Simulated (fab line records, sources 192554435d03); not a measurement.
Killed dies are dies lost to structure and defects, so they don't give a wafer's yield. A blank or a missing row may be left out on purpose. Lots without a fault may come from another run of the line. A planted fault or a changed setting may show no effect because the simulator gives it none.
fab line records | flow n5_finfet
record lots=9 wafers=27 last_day=17
route steps=1938 shown FIN_SAQP@98 BEOL_M4@1111 PASSIVATION@1936
lots that met no fault: from a run of the same line without faults
start_h: hours from the record's first day to the start of the lot's first wafer shown | wait_h: hours since the lot's step before | " the same as in the row above | L1.1+2: a row that stands for several wafers | - no value, or no start given | * or withheld: withheld | < > ~ a bound
route shown NAME@n: a module of which the file shows steps, and the number in the route of the first | usual: mean/standard deviation of fault-free wafers | same: alike in all rows | chamber/n: place in a boat | sites: the reading at each site | _std_site: their standard deviation | _edge_site: outer sites' mean less inner sites' | radius_mm: how far each site lies from the wafer's centre | mask NAME#n: copy n | behind: the tool/chamber that last shaped the wafer | hold: why the lot was held/for how many hours/how that ended | device: the transistor (n, p or np) that didn't switch | end of line: the same wafers' tests at the end of the route | a step without rows: its recipe alone | killed: dies lost to structure and defects at the first sort, not the wafer's yield | map: a wafer's dies, x killed, . not, _ none there
set.NAME: the setting as run; set.NAME@STEP: as run at that earlier step | model.NAME: the simulator's own value behind a step, which no gauge read
steps of the route over a sample of lots; a table a step, a row a wafer
services: from which hour (start_h, from the record's first day; less than 0 if before it) a tool's chamber was out of use, for how many hours, and why
## steps
# step N5_FIN_SAQP_PECVD_47
# recipe material=a-Si target_thk_a=450 temp_c=400 precursor=SiH4/He pressure_torr=3 rf_w=100 time_s=36.3
# usual heater_power_w=813/82 showerhead_plenum_p_Torr=5.70/0.056 throttle_valve_pct=17.9/0.75
# columns lot.wafer tool chamber start_h wait_h heater_power_w showerhead_plenum_p_Torr throttle_valve_pct
L458.2 pecvd-01 0 20.93 0.0 679 5.67 18.5
L458.3 " 2 " " 820 5.61 17.6
L458.6 " 2 " " 805 5.59 17.5
L460.1 pecvd-02 0 33.75 0.0 684 5.74 18.8
L460.4 " 1 " " 801 5.77 18.5
L460.5 " 1 " " 795 5.76 18.4
L461.3 pecvd-03 0 39.29 0.0 790 5.74 18.6
L461.5 " 2 " " 824 5.64 16.9
L461.6 " 1 " " 867 5.67 17.9
L462.1 pecvd-03 0 45.91 0.0 725 5.74 18.6
L462.2 " 2 " " 743 5.63 17.1
L462.5 " 1 " " 966 5.66 17.8
L466.3 pecvd-02 2 69.61 0.1 743 5.77 16.5
L466.5 " 1 " " 775 5.77 18.6
L466.6 " 2 " " 745 5.76 16.4
L468.1 pecvd-03 2 81.17 0.0 745 5.64 17.0
L468.4 " 2 " " 747 5.63 17.1
L468.5 " 0 " " 771 5.74 18.5
L469.1 pecvd-01 0 86.64 0.0 780 5.67 18.4
L469.3 " 1 " " 919 5.71 18.1
L469.6 " 0 " " 764 5.66 18.6
L478.1 pecvd-02 1 141.75 0.0 814 5.76 18.4
L478.4 " 2 " " 841 5.76 16.8
L478.5 " 1 " " 832 5.80 18.4
L479.2 pecvd-03 0 147.11 0.0 687 5.73 18.4
L479.3 " 2 " " 783 5.63 16.8
L479.6 " 1 " " 1007 5.66 18.1
# step N5_FIN_SAQP_MANDREL_ETCH_22
# recipe target_depth_a=600 chemistry=HBr/Cl2 target=a-Si stop_on=SiNx bt_time_s=10 over_etch_frac=0.5 time_s=30 pressure_mtorr=10 icp_w=800 bias_w=75 HBr_flow_sccm=150 Cl2_flow_sccm=80 ends=end_point
# usual drypump_motor_current_A=5.9/0.41 mfc_cl2_sccm=79.97/0.25 oes_product_au=0.770/0.016 throttle_valve_pct=35.3/0.4
# columns lot.wafer tool chamber start_h wait_h drypump_motor_current_A mfc_cl2_sccm oes_product_au rf_hours_counter_h throttle_valve_pct
L458.2 rie_si-03 1 22.08 0.0 5.9 79.64 0.765 74 35.0
L458.3 " 2 " " 6.6 79.81 0.763 180 35.8
L458.6 " 2 " " 6.6 79.98 0.762 - 35.8
L460.1 rie_si-03 2 34.73 0.0 6.5 79.87 0.755 180 35.8
L460.4 " 3 " " 5.7 79.94 0.784 186 35.1
L460.5 " 2 " " 6.6 79.81 0.770 - 35.8
L461.3 rie_si-03 3 40.32 0.0 5.7 79.89 0.774 186 35.1
L461.5 " 1 " " 5.8 79.76 0.757 - 35.0
L461.6 " 2 " " 6.5 80.02 0.759 - 35.8
L462.1 rie_si-03 2 46.87 0.0 6.5 80.19 0.753 181 35.8
L462.2 " 0 " " 5.8 79.60 0.757 34 35.7
L462.5 " 0 " " 5.8 79.75 0.765 - 35.7
L466.3 rie_si-03 3 71.25 0.0 5.7 76.33 0.786 186 34.8
L466.5 " 3 " " 5.7 76.58 0.777 - 34.8
L466.6 " 2 " " 6.5 76.15 0.773 - 35.5
L468.1 rie_si-05 3 82.10 0.0 6.2 79.99 0.750 46 35.1
L468.4 " 2 " " 5.8 80.19 0.750 115 35.7
L468.5 " 1 " " 6.4 79.93 0.782 - 35.0
L469.1 rie_si-03 1 87.68 0.0 5.9 76.20 0.758 75 34.7
L469.3 " 2 " " 6.5 76.31 0.758 181 35.5
L469.6 " 0 " " 5.8 76.03 0.779 - 35.4
L478.1 rie_si-04 3 142.79 0.0 6.4 80.15 0.743 63 34.6
L478.4 " 2 " " 5.2 79.91 0.797 10 35.6
L478.5 " 0 " " 5.7 79.66 0.789 - 34.8
L479.2 rie_si-03 3 148.45 0.0 5.7 80.29 0.776 188 35.1
L479.3 " 1 " " 5.9 79.65 0.745 76 35.0
L479.6 " 1 " " 5.9 80.33 0.759 - 35.0
# step N5_FIN_SAQP_MANDREL1_REMOVE_56
# recipe chemistry=HBr/Cl2/O2 bt_time_s=10 target=a-Si stop_on=SiNx endpoint=OES-SiCl over_etch_frac=1 icp_w=600 bias_w=22 HBr_flow_sccm=150 Cl2_flow_sccm=80 O2_flow_sccm=5 pressure_mtorr=10
# usual drypump_motor_current_A=5.9/0.36 oes_product_au=1.005/0.022 throttle_valve_pct=36.7/0.35
# columns lot.wafer tool chamber start_h wait_h drypump_motor_current_A oes_product_au rf_hours_counter_h throttle_valve_pct
L458.2 rie_si-05 1 23.70 0.1 6.4 1.009 97 36.4
L458.3 " 0 " " 5.6 1.045 10 37.0
L458.6 " 1 " " 6.4 1.010 - 36.4
L460.1 rie_si-05 2 36.46 0.1 5.8 0.980 114 37.0
L460.4 " 3 " " 6.2 1.006 45 36.5
L460.5 " 1 " " 6.4 1.011 - 36.3
L461.3 rie_si-05 3 43.37 0.1 6.2 0.986 46 36.5
L461.5 " 2 " " 5.8 0.989 - 37.0
L461.6 " 3 " " 6.2 0.993 - 36.5
L462.1 rie_si-05 3 48.55 0.1 6.2 0.990 46 36.5
L462.2 " 0 " " 5.6 1.039 10 37.0
L462.5 " 0 " " 5.6 1.037 - 37.0
L466.3 rie_si-03 0 73.00 0.1 5.9 1.002 34 37.1
L466.5 " 1 " " 5.9 0.986 - 36.3
L466.6 " 2 " " 6.5 0.976 - 37.1
L468.1 rie_si-03 2 83.92 0.1 6.6 0.984 181 37.1
L468.4 " 0 " " 5.8 0.999 35 37.1
L468.5 " 1 " " 5.9 0.976 - 36.3
L469.1 rie_si-05 1 90.12 0.1 6.4 1.012 98 36.4
L469.3 " 3 " " 6.2 0.994 46 36.5
L469.6 " 0 " " 5.6 1.048 - 37.0
L478.1 rie_si-03 1 144.78 0.1 5.9 0.974 76 36.3
L478.4 " 3 " " 5.7 1.017 188 36.4
L478.5 " 1 " " 5.8 0.976 - 36.3
L479.2 rie_si-03 3 150.67 0.1 5.7 1.023 188 36.4
L479.3 " 0 " " 5.8 1.001 35 37.1
L479.6 " 0 " " 5.8 1.006 - 37.1
# step N5_FIN_SAQP_MANDREL_ETCH_58
# recipe chemistry=HBr/Cl2 target=a-Si target_depth_a=450 bt_time_s=10 stop_on=SiNx mask_material=SiO2 over_etch_frac=0.8 time_s=27 pressure_mtorr=10 icp_w=800 bias_w=75 HBr_flow_sccm=150 Cl2_flow_sccm=80 ends=end_point
# usual drypump_motor_current_A=5.9/0.39 mfc_cl2_sccm=80.02/0.25 oes_product_au=0.697/0.015 throttle_valve_pct=35.5/0.38
# columns lot.wafer tool chamber start_h wait_h drypump_motor_current_A mfc_cl2_sccm oes_product_au rf_hours_counter_h throttle_valve_pct
L458.2 rie_si-03 1 24.00 0.0 5.8 79.85 0.685 74 35.2
L458.3 " 0 " " 5.8 80.02 0.696 34 35.9
L458.6 " 3 " " 5.7 80.30 0.699 - 35.3
L460.1 rie_si-05 2 36.94 0.0 5.8 80.00 0.675 114 35.9
L460.4 " 0 " " 5.6 79.83 0.719 10 35.8
L460.5 " 3 " " 6.2 80.12 0.706 - 35.3
L461.3 rie_si-03 0 43.90 0.0 5.8 79.79 0.692 34 35.9
L461.5 " 0 " " 5.8 80.04 0.700 - 35.9
L461.6 " 3 " " 5.8 79.88 0.709 - 35.3
L462.1 rie_si-03 1 48.90 0.0 5.9 79.87 0.678 74 35.2
L462.2 " 3 " " 5.7 79.94 0.688 186 35.3
L462.5 " 2 " " 6.6 80.09 0.683 - 36.0
L466.3 rie_si-04 1 73.30 0.0 5.5 79.81 0.714 104 35.7
L466.5 " 1 " " 5.4 80.32 0.729 - 35.7
L466.6 " 0 " " 5.7 79.53 0.712 - 35.0
L468.1 rie_si-04 0 84.27 0.0 5.7 79.68 0.703 18 35.0
L468.4 " 2 " " 5.2 80.66 0.723 8 35.8
L468.5 " 0 " " 5.7 80.06 0.709 - 35.0
L469.1 rie_si-03 2 90.42 0.0 6.5 79.87 0.693 181 36.0
L469.3 " 1 " " 5.9 80.16 0.685 75 35.2
L469.6 " 3 " " 5.7 80.06 0.714 - 35.3
L478.1 rie_si-04 1 145.09 0.0 5.4 80.02 0.709 106 35.7
L478.4 " 2 " " 5.2 80.06 0.722 10 35.8
L478.5 " 2 " " 5.2 80.37 0.729 - 35.8
L479.2 rie_si-04 0 150.98 0.0 5.7 79.69 0.695 19 35.0
L479.3 " 2 " " 5.2 79.93 0.709 10 35.9
L479.6 " 2 " " 5.2 79.99 0.710 - 35.9
# step N5_BEOL_M4_RC_MEAS_101
# usual DIBL_N=36.4/1.7 DIBL_P=36.4/2.1 IOFF_N=0.16/0.035 IOFF_P=0.21/0.035 ION_N=680/11 ION_P=465/6.8 SS_N=71.5/0.58 SS_P=73.2/0.72 VT_N=249/3.6 VT_P=-250/3.1
# columns lot.wafer tool chamber start_h wait_h DIBL_N[mV/V] DIBL_P[mV/V] IOFF_N[nA/um] IOFF_P[nA/um] ION_N[uA/um] ION_P[uA/um] SS_N[mV/dec] SS_P[mV/dec] VT_N[mV] VT_P[mV]
L458.2 prober-02 0 180.10 0.2 38.5 37.3 0.18 0.21 693 464 71.5 73.9 246 -248
L458.3 " 0 " " 37.1 34.6 0.14 0.17 685 461 71.3 73.2 253 -254
L458.6 " 0 " " 36.7 34.6 0.14 0.15 668 447 71.4 73.4 253 -254
L460.1 prober-01 0 181.62 0.0 36.0 37.7 0.17 0.24 685 469 71.2 73.6 248 -250
L460.4 " 0 " " 35.2 36.5 0.16 0.22 686 471 71.3 73.5 249 -250
L460.5 " 0 " " 37.9 39.5 0.22 0.28 693 476 72.1 74.4 247 -246
L461.3 prober-01 0 191.48 0.3 35.5 36.7 0.17 0.22 701 472 71.6 73.9 246 -246
L461.5 " 0 " " 36.5 37.4 0.20 0.23 691 463 71.4 73.5 246 -246
L461.6 " 0 " " 34.6 35.5 0.16 0.19 686 464 71.5 73.5 250 -251
L462.1 prober-02 0 213.96 0.0 35.7 37.8 0.17 0.19 678 457 71.7 73.8 250 -254
L462.2 " 0 " " 34.6 35.9 0.14 0.17 662 451 71.5 73.2 252 -256
L462.5 " 0 " " 36.0 37.8 0.18 0.20 680 459 71.9 74.4 247 -251
L466.3 prober-02 0 215.20 0.9 34.2 34.4 0.13 0.18 689 466 70.7 72.2 251 -254
L466.5 " 0 " " 34.8 34.9 0.14 0.18 675 465 72.1 72.0 251 -253
L466.6 " 0 " " 37.7 37.7 0.18 0.22 695 468 71.9 72.7 248 -252
L468.1 prober-01 0 220.75 0.0 37.7 36.4 0.19 0.24 697 474 71.9 73.2 244 -246
L468.4 " 0 " " 35.5 33.3 0.13 0.18 655 457 71.9 72.4 252 -252
L468.5 " 0 " " 35.9 34.8 0.14 0.21 682 469 71.6 72.8 246 -246
L469.1 prober-02 0 233.07 0.0 37.5 39.5 0.18 0.23 680 463 71.6 74.5 249 -249
L469.3 " 0 " " 37.0 37.7 0.16 0.20 662 456 71.4 73.6 250 -251
L469.6 " 0 " " 38.2 39.3 0.19 0.22 677 458 71.7 74.7 247 -249
L479.2 prober-02 0 293.39 0.2 39.5 40.4 0.24 0.28 686 463 73.2 74.5 243 -247
L479.3 " 0 " " 37.7 37.7 0.19 0.23 702 471 71.0 73.2 243 -249
L479.6 " 0 " " 41.5 42.8 0.31 0.32 717 480 72.9 75.0 239 -245
L478.1 prober-01 0 302.39 0.0 36.7 38.0 0.19 0.23 681 460 71.7 73.4 245 -249
L478.4 " 0 " " 35.4 35.9 0.17 0.19 684 460 71.5 73.1 246 -253
L478.5 " 0 " " 35.4 36.5 0.18 0.19 690 466 71.6 73.5 248 -254
# step N5_PASSIVATION_PROBE_49
# usual defect_limited_yield=91.3/1.4 killed_at_M0_to_M3=36/11 killed_at_M4_up=13/5.2 killed_at_contacts=13/6.5 killed_at_front_end=37/11 killed_at_other=3.6/2.9 killed_dies=103/17 killed_open=68/12 killed_short=33/7.3 sort_bin_4_leakage=0.01/0.039 sort_bin_5_function=5.2/0.91 sort_bin_6_memory=3.2/0.67 sort_n_pass=1077/17 sort_yield_pct=91.3/1.4
# same gross_dies=1180 killed_at_back_side=0 sort_bin_8_speed[%]=0
# columns lot.wafer tool chamber start_h wait_h defect_limited_yield[%] killed_at_M0_to_M3 killed_at_M4_up killed_at_contacts killed_at_front_end killed_at_other killed_dies killed_open killed_short sort_bin_4_leakage[%] sort_bin_5_function[%] sort_bin_6_memory[%] sort_n_pass sort_yield_pct[%]
L462.1 prober-01 - 319.80 0.0 93.2 33 8 6 32 1 80 55 25 0 3.9 2.4 1100 93.2
L462.2 prober-01 - 319.85 0.1 93.7 33 13 11 17 0 74 49 25 0 4.0 2.2 1106 93.7
L462.5 prober-01 - 320.00 0.2 92.7 27 16 4 38 1 86 56 30 0 3.6 3.1 1094 92.7
L466.3 prober-01 - 322.49 0.2 92.9 26 15 5 37 1 84 63 21 0 3.9 3.1 1096 92.9
L466.5 prober-01 - 322.59 0.3 93.3 31 12 13 23 0 79 55 24 0 4.1 2.5 1101 93.3
L466.6 prober-01 - 322.64 0.4 94.5 30 1 6 27 1 65 40 25 0 3.2 2.2 1115 94.5
L469.1 prober-01 - 337.46 0.0 91.4 43 13 23 18 5 102 66 36 0 4.8 3.3 1078 91.4
L469.3 prober-01 - 337.56 0.1 92.3 30 10 8 33 10 91 53 37 0 4.7 2.9 1089 92.3
L469.6 prober-01 - 337.71 0.3 90.4 36 16 12 47 2 113 75 37 0 5.3 3.7 1067 90.4
L478.1 prober-02 - 409.66 0.0 89.7 48 21 13 37 3 122 85 33 0 6.4 3.2 1058 89.7
L478.4 prober-02 - 409.81 0.2 91.7 45 14 18 18 3 98 63 32 0 5.0 3.1 1082 91.7
L478.5 prober-02 - 409.86 0.2 89.7 46 14 18 40 3 121 78 39 0 6.5 3.4 1059 89.7
# killed by level:class
L462.1 FIN_SAQP:geometric_particle:open=8 BEOL_M0_SAQP:geometric_particle:short=8 MOL_CONTACT_COAG:geometric_particle:open=6 BEOL_M1:geometric_particle:open=6 BEOL_M2:geometric_particle:open=6 BEOL_M3:geometric_particle:open=6 DUMMY_GATE:geometric_particle:open=5 BEOL_M0_SAQP:geometric_particle:open=5
L462.2 BEOL_M0_SAQP:geometric_particle:open=9 MOL_CONTACT_COAG:geometric_particle:open=8 BEOL_M2:geometric_particle:open=8 BEOL_M0_SAQP:geometric_particle:short=6 BEOL_M1:geometric_particle:open=6 GATE_CUT:geometric_particle:short=4 BEOL_M4:geometric_particle:open=4 FIN_SAQP:geometric_particle:short=3
L462.5 STI_FIN_REVEAL:geometric_particle:open=8 BEOL_M4:geometric_particle:open=8 FIN_SAQP:geometric_particle:open=7 FIN_SAQP:geometric_particle:short=6 BEOL_M0_SAQP:geometric_particle:short=6 BEOL_M1:geometric_particle:open=6 BEOL_M2:geometric_particle:open=5 BEOL_M3:geometric_particle:open=5
L466.3 DUMMY_GATE:geometric_particle:open=9 BEOL_M1:geometric_particle:open=9 FIN_SAQP:geometric_particle:open=8 BEOL_M0_SAQP:geometric_particle:open=8 MOL_CONTACT_COAG:geometric_particle:open=5 BEOL_M5:geometric_particle:open=5 FIN_SAQP:geometric_particle:short=4 BEOL_M4:geometric_particle:open=4
L466.5 MOL_CONTACT_COAG:geometric_particle:open=10 FIN_SAQP:geometric_particle:open=9 BEOL_M0_SAQP:geometric_particle:open=9 BEOL_M0_SAQP:geometric_particle:short=8 BEOL_M4:geometric_particle:open=8 BEOL_M2:geometric_particle:open=4 BEOL_M1:geometric_particle:open=4 GATE_CUT:geometric_particle:open=3
L466.6 BEOL_M0_SAQP:geometric_particle:short=11 FIN_SAQP:geometric_particle:open=10 BEOL_M1:geometric_particle:open=7 MOL_CONTACT_COAG:geometric_particle:open=5 BEOL_M3:geometric_particle:open=4 STARTING-WAFER:geometric_particle:open=4 FIN_SAQP:geometric_particle:short=3 BEOL_M2:geometric_particle:open=3
L469.1 MOL_CONTACT_COAG:geometric_particle:open=18 BEOL_M3:geometric_particle:open=10 BEOL_M0_SAQP:geometric_particle:open=8 BEOL_M0_SAQP:geometric_particle:short=7 GATE_CUT:geometric_particle:short=5 MOL_CONTACT_COAG:geometric_particle:short=5 BEOL_M3:geometric_particle:short=5 BEOL_M1:geometric_particle:open=4
L469.3 BEOL_M0_SAQP:geometric_particle:short=12 FIN_SAQP:geometric_particle:open=11 BEOL_M0_SAQP:geometric_particle:open=7 GATE_CUT:geometric_particle:short=6 MOL_CONTACT_COAG:geometric_particle:open=6 BEOL_M3:geometric_particle:open=5 MIM_TOP_ETCH:geometric_particle:short=5 GATE_CUT:geometric_particle:open=4
L469.6 FIN_SAQP:geometric_particle:open=15 BEOL_M4:geometric_particle:open=11 BEOL_M0_SAQP:geometric_particle:open=10 STI_FIN_REVEAL:geometric_particle:open=10 MOL_CONTACT_COAG:geometric_particle:open=8 BEOL_M0_SAQP:geometric_particle:short=7 FIN_SAQP:geometric_particle:short=6 BEOL_M1:geometric_particle:open=6
L478.1 MOL_CONTACT_COAG:geometric_particle:open=12 BEOL_M0_SAQP:geometric_particle:short=12 FIN_SAQP:geometric_particle:open=11 BEOL_M2:geometric_particle:open=10 BEOL_M3:geometric_particle:open=10 BEOL_M4:geometric_particle:open=9 STARTING-WAFER:geometric_particle:open=6 FIN_SAQP:geometric_particle:short=4
L478.4 MOL_CONTACT_COAG:geometric_particle:open=15 BEOL_M2:geometric_particle:open=12 BEOL_M0_SAQP:geometric_particle:short=8 BEOL_M1:geometric_particle:open=7 GATE_CUT:geometric_particle:short=6 BEOL_M3:geometric_particle:open=6 BEOL_M4:geometric_particle:open=6 FIN_SAQP:geometric_particle:open=5
L478.5 MOL_CONTACT_COAG:geometric_particle:open=13 BEOL_M0_SAQP:geometric_particle:open=11 BEOL_M1:geometric_particle:open=8 FIN_SAQP:geometric_particle:short=7 GATE_CUT:geometric_particle:short=7 BEOL_M2:geometric_particle:open=7 BEOL_M3:geometric_particle:open=7 GATE_CUT:geometric_particle:open=6
## services
# columns tool chamber start_h hours kind
rie_si-04 0 -0.69 5.9 repair
rie_si-05 - 1.17 0.1 repair
pecvd-01 2 6.51 2.1 scheduled_down
pecvd-01 1 15.69 5.5 scheduled_down
rie_si-05 - 26.65 2.8 pm
pecvd-03 0 31.73 2.1 scheduled_down
pecvd-02 2 33.59 5.5 scheduled_down
pecvd-01 2 39.05 2.3 repair
pecvd-02 - 58.53 2.0 repair
pecvd-01 2 59.70 5.5 scheduled_down
rie_si-05 1 64.42 5.7 repair
pecvd-02 0 67.38 5.5 scheduled_down
pecvd-02 2 75.54 16.5 scheduled_down
pecvd-03 - 76.60 0.6 repair
rie_si-04 0 99.87 2.3 repair
rie_si-03 0 102.71 19.7 repair
rie_si-04 - 104.26 0.3 repair
rie_si-04 - 106.19 1.4 repair
pecvd-01 - 116.65 2.8 pm
pecvd-03 - 119.53 1.7 repair
pecvd-03 1 147.54 5.5 scheduled_down
## key
first_sign step=N5_FIN_SAQP_MANDREL_ETCH_22 reading=mfc_cl2_sccm direction=down sigmas=15 usual=79.97 struck=76.27
effect none on later readings
met_at N5_FIN_SAQP_MANDREL_ETCH_22
struck_lots L466,L469
not_acting_at N5_FIN_SAQP_PECVD_47,N5_FIN_SAQP_MANDREL1_REMOVE_56,N5_FIN_SAQP_MANDREL_ETCH_58
onset_between 46.87 71.25
fault kind=process_parameter_drift tool=rie_si-03 chamber=- onset_h=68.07 steps=N5_FIN_SAQP_MANDREL_ETCH_22 channel=Cl2_flow_sccm offset=-3.677 shape=step end_h=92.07 acts_in=these_recipes_only stated=80
